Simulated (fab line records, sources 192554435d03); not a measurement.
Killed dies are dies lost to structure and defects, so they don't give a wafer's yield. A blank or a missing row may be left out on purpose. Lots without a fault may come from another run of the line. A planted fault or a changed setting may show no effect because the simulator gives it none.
fab line records | flow n5_finfet
record lots=7 wafers=39
route steps=1938 shown FIN_CUT@173 SD_EPI_P@312 BEOL_M0@748 BEOL_M2@928 BEOL_M11@1573 BEOL_M15@1827 PASSIVATION@1930
start_h: hours from the record's first day to the start of the lot's first wafer shown | wait_h: hours since the lot's step before | " the same as in the row above | L1.1+2: a row that stands for several wafers | - no value, or no start given | * or withheld: withheld | < > ~ a bound
route shown NAME@n: a module of which the file shows steps, and the number in the route of the first | usual: mean/standard deviation of fault-free wafers | same: alike in all rows | chamber/n: place in a boat | sites: the reading at each site | _std_site: their standard deviation | _edge_site: outer sites' mean less inner sites' | radius_mm: how far each site lies from the wafer's centre | mask NAME#n: copy n | behind: the tool/chamber that last shaped the wafer | hold: why the lot was held/for how many hours/how that ended | device: the transistor (n, p or np) that didn't switch | end of line: the same wafers' tests at the end of the route | a step without rows: its recipe alone | killed: dies lost to structure and defects at the first sort, not the wafer's yield | map: a wafer's dies, x killed, . not, _ none there
set.NAME: the setting as run; set.NAME@STEP: as run at that earlier step | model.NAME: the simulator's own value behind a step, which no gauge read
lots whose settings were changed on purpose; a table a step, a row a wafer
## steps
# step N5_FIN_CUT_CUT_ETCH_26
# recipe chemistry=CH3F/O2 target=SiNx target_depth_a=390 mask_material=SOC time_s=55.7 pressure_mtorr=30 source_w=395 bias_w=73 Ar_flow_sccm=150 CH3F_flow_sccm=30 O2_flow_sccm=20 ion_energy_ev=120
# columns lot.wafer tool chamber start_h wait_h set.time_s model.etch.depth_nm model.SOC_of_FIN_CUT_COAT_18.thk_nm
L074.1 rie_diel-06 2 27.64 0.0 66.93 46.24 208
L074.2 " 3 " " 55.7 39.49 211
L074.3 " 1 " " 55.7 38.71 211.6
L074.4 " 0 " " 66.93 47.03 207.6
L074.5 " 0 " " 55.7 38.47 211.2
L074.6 " 1 " " 66.93 46.29 208.4
L076.1 rie_diel-04 3 40.24 0.0 55.7 39.14 211.6
L076.2 " 0 " " 35.64 25.11 218.4
L076.3 " 2 " " 35.64 25.26 218.4
L076.4 " 1 " " 55.7 37.64 212.6
L076.5 " 3 " " 35.64 24.97 218
L076.6 " 0 " " 55.7 39.73 211.2
L080.1 rie_diel-04 0 64.78 0.0 30.07 21.23 219.6
L080.2 " 2 " " 55.7 39.3 211
L080.3 " 1 " " 30.07 20.04 220.8
L080.4 " 3 " " 55.7 38.63 211.8
L080.5 " 3 " " 55.7 38.91 211.6
L080.6 " 0 " " 30.07 21.12 219.4
L083.1 rie_diel-03 2 82.13 0.0 66.79 46.12 208.6
L083.2 " 3 " " 55.7 38.11 211.8
L083.3 " 1 " " 66.79 47.29 207.4
L083.4 " 0 " " 55.7 40.2 211
L083.5 " 1 " " 66.79 47.42 207.2
L083.6 " 0 " " 55.7 40.39 210.2
L085.1 rie_diel-04 2 93.85 0.0 55.7 39.1 211.6
L085.2 " 3 " " 55.7 39 212
L085.3 " 0 " " 55.7 39.53 212.2
L085.4 " 1 " " 55.7 37.43 212.2
L085.5 " 2 " " 55.7 39.28 211.4
L085.6 " 1 " " 55.7 37.73 212.2
L090.1 rie_diel-04 1 123.30 0.0 55.7 36.93 212.2
L090.2 " 0 " " 55.7 39.57 209.6
L090.6 " 2 " " 55.7 39.18 211
L094.1 rie_diel-04 3 147.95 0.0 55.7 38.85 212.4
L094.2 " 2 " " 55.7 38.8 212.6
L094.3 " 0 " " 55.7 39.04 212
L094.4 " 1 " " 55.7 37.12 212.8
L094.5 " 1 " " 55.7 36.91 213.4
L094.6 " 0 " " 55.7 39.32 211.8
# step N5_FIN_CUT_CUT_ETCH_27
# recipe chemistry=CHF3/O2 target=SiO2 target_depth_a=40 mask_material=SOC overetch_a=20 time_s=4.9 pressure_mtorr=30 source_w=650 bias_w=170 Ar_flow_sccm=200 CHF3_flow_sccm=50 O2_flow_sccm=5 ion_energy_ev=200
# step N5_FIN_CUT_PRECLEAN_35
# recipe time_s=13.3 temp_c=45 pressure_torr=125 p_hf_torr=3 p_coreactant_torr=25 chemistry=vHF
# step N5_FIN_CUT_CUT_ETCH_15
# recipe chemistry=HBr/Cl2/O2 target=Si target_depth_a=1000 bt_time_s=10 mask_material=SOC time_s=42.4 ion_energy_ev=* bias_w=* pressure_mtorr=10 icp_w=800 HBr_flow_sccm=150 Cl2_flow_sccm=80 O2_flow_sccm=12
# columns lot.wafer tool chamber start_h wait_h set.time_s@FIN_CUT_CUT_ETCH_26 model.SOC_of_FIN_CUT_COAT_18.thk_nm
L074.1 rie_si-01 3 27.83 0.1 66.93 166.6
L074.2 " 1 " " 55.7 170.6
L074.3 " 2 " " 55.7 169.6
L074.4 " 0 " " 66.93 166.4
L074.5 " 2 " " 55.7 169.4
L074.6 " 1 " " 66.93 168.2
L076.1 rie_si-01 3 40.44 0.1 55.7 170.6
L076.2 " 0 " " 35.64 177.8
L076.3+5 " 2,3 " " 35.64 176.8
L076.4 " 1 " " 55.7 173
L076.6 " 2 " " 55.7 169.8
L080.1+6 rie_si-06 0,1 64.98 0.1 30.07 179
L080.2 " 2 " " 55.7 169.6
L080.3 " 1 " " 30.07 180.8
L080.4 " 0 " " 55.7 170.8
L080.5 " 2 " " 55.7 169.8
L083.1 rie_si-06 2 82.32 0.1 66.79 167
L083.2+4 " 3,1 " " 55.7 170.8
L083.3 " 0 " " 66.79 166.8
L083.5 " 2 " " 66.79 165.4
L083.6 " 1 " " 55.7 169.6
L085.1 rie_si-01 3 94.05 0.1 55.7 171
L085.2 " 0 " " 55.7 172
L085.3 " 1 " " 55.7 172.6
L085.4 " 2 " " 55.7 170.8
L085.5 " 2 " " 55.7 170
L085.6 " 3 " " 55.7 171.4
L090.1 rie_si-06 2 123.49 0.1 55.7 171.4
L090.2 " 0 " " 55.7 168.8
L090.6 " 3 " " 55.7 170
L094.1+3 rie_si-06 2,1 148.15 0.1 55.7 172
L094.2 " 3 " " 55.7 172.2
L094.4 " 0 " " 55.7 172.8
L094.5 " 2 " " 55.7 173
L094.6 " 3 " " 55.7 171.4
# step N5_SD_EPI_P_ETCH_16
# recipe chemistry=CHF3/O2 target=SiO2 target_depth_a=50 mask_material=SOC pressure_mtorr=30 source_w=650 bias_w=170 Ar_flow_sccm=200 CHF3_flow_sccm=50 O2_flow_sccm=5 ion_energy_ev=200
# columns lot.wafer tool chamber start_h wait_h set.target_depth_a model.etch.depth_nm
L074.1 rie_diel-03 1 54.26 0.1 50 5.096
L074.2 " 3 " " 50 4.921
L074.3 " 2 " " 50 4.886
L074.4 " 3 " " 50 4.955
L074.5 " 1 " " 50 5.05
L074.6 " 2 " " 50 4.949
L076.1 rie_diel-04 3 65.49 0.1 39.14 3.93
L076.2 " 0 " " 50 5.021
L076.3 " 1 " " 39.14 3.74
L076.4 " 2 " " 50 4.977
L076.5 " 1 " " 50 4.798
L076.6 " 0 " " 39.14 3.963
L080.1 rie_diel-04 3 92.35 0.1 50 4.979
L080.2 " 0 " " 69.95 7.089
L080.3 " 1 " " 50 4.753
L080.4 " 0 " " 69.95 7.026
L080.5 " 3 " " 50 4.963
L080.6 " 1 " " 69.95 6.699
L083.1 rie_diel-06 3 109.71 0.1 50 5.024
L083.2 " 1 " " 50 5.001
L083.3 " 2 " " 50 4.795
L083.4 " 0 " " 50 4.867
L083.5 " 2 " " 50 4.822
L083.6 " 1 " " 50 4.992
L085.1 rie_diel-04 1 122.17 0.1 50 4.786
L085.2 " 0 " " 50 5.035
L085.3 " 2 " " 25.83 2.61
L085.4 " 0 " " 25.83 2.601
L085.5 " 2 " " 50 5.073
L085.6 " 1 " " 25.83 2.454
L090.1 rie_diel-06 3 154.14 0.1 50 5.091
L090.2 " 2 " " 50 4.879
L090.6 " 1 " " 50 5.115
L094.1 rie_diel-04 3 175.44 0.1 50 4.994
L094.2 " 0 " " 50 5.01
L094.3 " 2 " " 40.87 4.088
L094.4 " 1 " " 50 4.799
L094.5 " 0 " " 40.87 4.048
L094.6 " 1 " " 40.87 3.912
# step N5_BEOL_M0_DEP_125
# recipe material=SiCN target_thk_a=80 temp_c=withheld precursor=3MS/NH3 pressure_torr=3 rf_w=202 time_s=14
# columns lot.wafer tool chamber start_h wait_h set.time_s model.SiCN_of_BEOL_M0_DEP_125.thk_nm
L074.1 pecvd-01 2 123.17 0.0 16.43 9
L074.2+4+5 " 0,0,2 " " 14 8
L074.3 " 1 " " 16.43 9.2
L074.6 " 1 " " 16.43 9.4
L076.1+3 pecvd-01 1,2 136.74 0.0 14 8
L076.2+5+6 " 0,0,1 " " 7.559 4.6
L076.4 " 2 " " 14 8.2
L080.1+3 pecvd-01 2,1 165.20 0.0 14 7.8
L080.2 " 0 " " 14 8
L080.4+6 " 2,0 " " 16.2 9.4
L080.5 " 1 " " 16.2 9
L083.1+5 pecvd-02 1 175.55 0.0 14 8
L083.2+3+4+6 " 0,0,1,0 " " 14 8.2
L085.1 pecvd-04 0 188.73 0.0 14 7.8
L085.2+4+6 " 2 " " 6.72 3.8
L085.3 " 0 " " 14 8.2
L085.5 " 0 " " 14 8
L090.1+2+6 pecvd-02 0,2,2 219.71 0.0 14 8.2
L094.1+3+4 pecvd-04 0,2,0 242.88 0.0 14 8
L094.2+5 " 1 " " 21.21 12
L094.6 " 2 " " 21.21 12.2
# step N5_BEOL_M2_DEP_57
# recipe material=SiCN target_thk_a=80 temp_c=withheld precursor=3MS/NH3 pressure_torr=3 rf_w=202 time_s=14
# columns lot.wafer tool chamber start_h wait_h set.time_s model.SiCN_of_BEOL_M2_DEP_57.thk_nm
L074.1 pecvd-03 2 140.45 0.0 6.514 3.6
L074.2+3 " 1,0 " " 14 7.8
L074.4 " 1 " " 14 8
L074.5+6 " 2,0 " " 6.514 3.4
L076.1+6 pecvd-01 0 160.09 0.0 8.356 4.6
L076.2 " 2 " " 8.356 5
L076.3+4 " 1,2 " " 14 8
L076.5 " 1 " " 14 8.2
L080.1 pecvd-01 2 187.68 0.0 14 8
L080.2+5 " 1,0 " " 17.1 9.8
L080.3 " 0 " " 17.1 10
L080.4+6 " 1,2 " " 14 8.2
L083.1+2+5+6 pecvd-01 1,2,0,2 193.75 0.0 14 8
L083.3 " 0 " " 14 7.8
L083.4 " 1 " " 14 8.2
L085.1+4+6 pecvd-03 0,2,0 212.46 0.0 14 7.8
L085.2+3 " 1,2 " " 22.14 12.4
L085.5 " 1 " " 22.14 13
L090.1+2+6 pecvd-04 1,0,1 242.57 0.0 14 8
L094.1+5 pecvd-01 2,0 263.74 0.0 14 7.8
L094.2+3 " 1,0 " " 19.25 10.8
L094.4 " 2 " " 14 8
L094.6 " 1 " " 19.25 11
# step N5_BEOL_M11_ETCH_66
# recipe chemistry=N2/H2 target=SOC target_depth_a=1200 overetch_a=240 mask_material=SiARC temp_c=40 time_s=180 ion_energy_ev=200 pressure_mtorr=30 source_w=840 bias_w=150 n2_flow_sccm=200 h2_flow_sccm=200
# columns lot.wafer tool chamber start_h wait_h set.time_s model.SiARC_of_BEOL_M11_COAT_64.thk_nm
L074.1+4+6 rie_diel-03 0,0,1 225.58 0.0 180 22.4
L074.2 " 1 " " 238.8 20
L074.3+5 " 2 " " 238.8 20.4
L076.1+2+3+6 rie_diel-06 2,0,1,0 242.03 0.0 180 22.8
L076.4+5 " 3 " " 180 23.2
L080.1+6 rie_diel-03 1,0 264.97 0.0 207.3 21.4
L080.2 " 2 " " 207.3 21.6
L080.3+5 " 3 " " 180 23
L080.4 " 0 " " 180 22.4
L083.1 rie_diel-06 2 271.38 0.0 180 22.6
L083.2 " 0 " " 233.8 20.2
L083.3 " 3 " " 180 23
L083.4 " 1 " " 180 22.8
L083.5+6 " 2,1 " " 233.8 20.4
L085.1 rie_diel-06 1 299.65 0.0 180 22.6
L085.2 " 0 " " 282.1 18.2
L085.3 " 2 " " 282.1 18.4
L085.4 " 3 " " 180 23
L085.5 " 2 " " 180 22.8
L085.6 " 3 " " 282.1 19
L090.1 rie_diel-04 0 335.13 0.0 180 23
L090.2 " 1 " " 180 23.6
L090.6 " 1 " " 180 23.8
L094.1+5+6 rie_diel-06 1,2,1 350.69 0.0 150.3 24
L094.2 " 3 " " 180 23.2
L094.3 " 2 " " 180 22.8
L094.4 " 0 " " 180 22.6
# step N5_BEOL_M15_DEP_53
# recipe material=SiCN target_thk_a=500 temp_c=withheld precursor=3MS/NH3 pressure_torr=3 rf_w=675 time_s=17.8
# columns lot.wafer tool chamber start_h wait_h set.time_s model.SiCN_of_BEOL_M15_DEP_53.thk_nm
L074.1 pecvd-03 1 250.58 0.0 17.8 49.4
L074.2 " 2 " " 12.7 36
L074.3 " 0 " " 17.8 50.6
L074.4 " 0 " " 12.7 36.6
L074.5 " 1 " " 12.7 36.2
L074.6 " 2 " " 17.8 50.4
L076.1 pecvd-03 1 275.49 0.0 17.8 49.4
L076.2 " 2 " " 17.8 50
L076.3 " 0 " " 17.8 50.6
L076.4 " 2 " " 23.13 66
L076.5 " 0 " " 23.13 66.4
L076.6 " 1 " " 23.13 64.8
L080.1 pecvd-02 2 290.40 0.0 23.79 65.8
L080.2 " 0 " " 17.8 49.8
L080.3 " 1 " " 23.79 67.6
L080.4 " 1 " " 23.79 68.6
L080.5 " 0 " " 17.8 50
L080.6 " 2 " " 17.8 50.4
L083.1 pecvd-03 1 297.70 0.0 17.8 49.8
L083.2 " 0 " " 17.8 50.2
L083.3 " 2 " " 17.8 50.4
L083.4 " 0 " " 17.8 51
L083.5 " 2 " " 17.8 51.4
L083.6 " 1 " " 17.8 50.6
L085.1 pecvd-04 1 328.36 0.0 11.39 32.2
L085.2 " 2 " " 11.39 32
L085.3 " 2 " " 17.8 49.6
L085.4 " 1 " " 17.8 50.8
L085.5 " 2 " " 17.8 50.2
L085.6 " 1 " " 11.39 32.8
L090.1 pecvd-02 1 361.43 0.0 17.8 51
L090.2 " 2 " " 17.8 49
L090.6 " 2 " " 17.8 50.2
L094.1 pecvd-02 0 379.15 0.0 10.26 30
L094.2 " 1 " " 10.26 30.2
L094.3 " 2 " " 17.8 49.4
L094.4 " 2 " " 10.26 29
L094.5 " 0 " " 17.8 51.4
L094.6 " 1 " " 17.8 51
# step N5_PASSIVATION_ETCH_54
# recipe chemistry=CHF3/O2 target=SiO2 target_depth_a=8800 CHF3_flow_sccm=50 O2_flow_sccm=5 Ar_flow_sccm=200 time_s=440 mask_material=PR pressure_mtorr=30 source_w=650 bias_w=170 ion_energy_ev=200
# columns lot.wafer tool chamber start_h wait_h set.time_s model.PASSIVATION.feature_depth_nm model.etch.depth_nm
L074.1 rie_diel-02 0 262.89 0.1 440 877.6 877.7
L074.2 " 3 " " 440 891.4 891.3
L074.3 " 2 " " 224.5 442 442
L074.4 " 1 " " 440 834.4 834.4
L074.5 " 2 " " 224.5 445.6 445.6
L074.6 " 3 " " 224.5 454.4 454.3
L076.1 rie_diel-02 0 284.73 0.1 440 884.2 884.2
L076.2 " 2 " " 440 871 871
L076.3 " 1 " " 440 847 847
L076.4 " 3 " " 440 899.2 899.2
L076.5 " 2 " " 440 865.8 865.9
L076.6 " 1 " " 440 844.8 844.8
L080.1 rie_diel-05 2 302.08 0.1 440 891 890.9
L080.2 " 1 " " 440 890.4 890.4
L080.3 " 3 " " 440 875.6 875.6
L080.4 " 3 " " 440 871.2 871.3
L080.5 " 1 " " 440 882.6 882.6
L080.6 " 2 " " 440 878 877.9
L083.1 rie_diel-02 2 309.83 0.1 440 879.8 879.8
L083.2 " 3 " " 362.8 740.6 740.7
L083.3 " 0 " " 362.8 733.8 733.8
L083.4 " 1 " " 362.8 693.4 693.4
L083.5 " 0 " " 440 891.4 891.3
L083.6 " 1 " " 440 848.8 848.8
L085.1 rie_diel-05 1 339.16 0.1 440 877.8 877.7
L085.2 " 0 " " 220.6 458.4 458.5
L085.3 " 2 " " 220.6 448.2 448.2
L085.4 " 3 " " 440 872.2 872.1
L085.5 " 3 " " 220.6 437.6 437.5
L085.6 " 2 " " 440 889.4 889.3
L090.1 rie_diel-05 0 371.88 0.1 440 897.8 897.8
L090.2 " 1 " " 440 888.2 888.2
L090.6 " 2 " " 440 894.8 894.9
L094.1 rie_diel-02 1 391.72 0.1 697.6 1310 1310
L094.2 " 0 " " 697.6 1389 1389
L094.3 " 2 " " 440 874.8 874.9
L094.4 " 3 " " 440 907.8 907.9
L094.5 " 3 " " 440 903.8 903.9
L094.6 " 2 " " 697.6 1380 1380
## key
split step=N5_FIN_CUT_CUT_ETCH_26 setting=time_s stated=55.7 by=wafer
response step=N5_FIN_CUT_CUT_ETCH_26 reading=model.etch.depth_nm change=+0.386 per=1% r=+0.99
response step=N5_FIN_CUT_CUT_ETCH_26 reading=model.SOC_of_FIN_CUT_COAT_18.thk_nm change=-0.179 per=1% r=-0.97
response step=N5_FIN_CUT_CUT_ETCH_15 reading=model.SOC_of_FIN_CUT_COAT_18.thk_nm change=-0.188 per=1% r=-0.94
split step=N5_SD_EPI_P_ETCH_16 setting=target_depth_a stated=50 by=wafer
response step=N5_SD_EPI_P_ETCH_16 reading=model.etch.depth_nm change=+0.0502 per=1% r=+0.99
split step=N5_BEOL_M0_DEP_125 setting=time_s stated=14 by=wafer
response step=N5_BEOL_M0_DEP_125 reading=model.SiCN_of_BEOL_M0_DEP_125.thk_nm change=+0.0786 per=1% r=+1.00
split step=N5_BEOL_M2_DEP_57 setting=time_s stated=14 by=wafer
response step=N5_BEOL_M2_DEP_57 reading=model.SiCN_of_BEOL_M2_DEP_57.thk_nm change=+0.0819 per=1% r=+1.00
split step=N5_BEOL_M11_ETCH_66 setting=time_s stated=180 by=wafer
response step=N5_BEOL_M11_ETCH_66 reading=model.SiARC_of_BEOL_M11_COAT_64.thk_nm change=-0.0747 per=1% r=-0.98
split step=N5_BEOL_M15_DEP_53 setting=time_s stated=17.8 by=wafer
response step=N5_BEOL_M15_DEP_53 reading=model.SiCN_of_BEOL_M15_DEP_53.thk_nm change=+0.501 per=1% r=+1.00
split step=N5_PASSIVATION_ETCH_54 setting=time_s stated=440 by=wafer
response step=N5_PASSIVATION_ETCH_54 reading=model.PASSIVATION.feature_depth_nm change=+8.35 per=1% r=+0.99
response step=N5_PASSIVATION_ETCH_54 reading=model.etch.depth_nm change=+8.34 per=1% r=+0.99
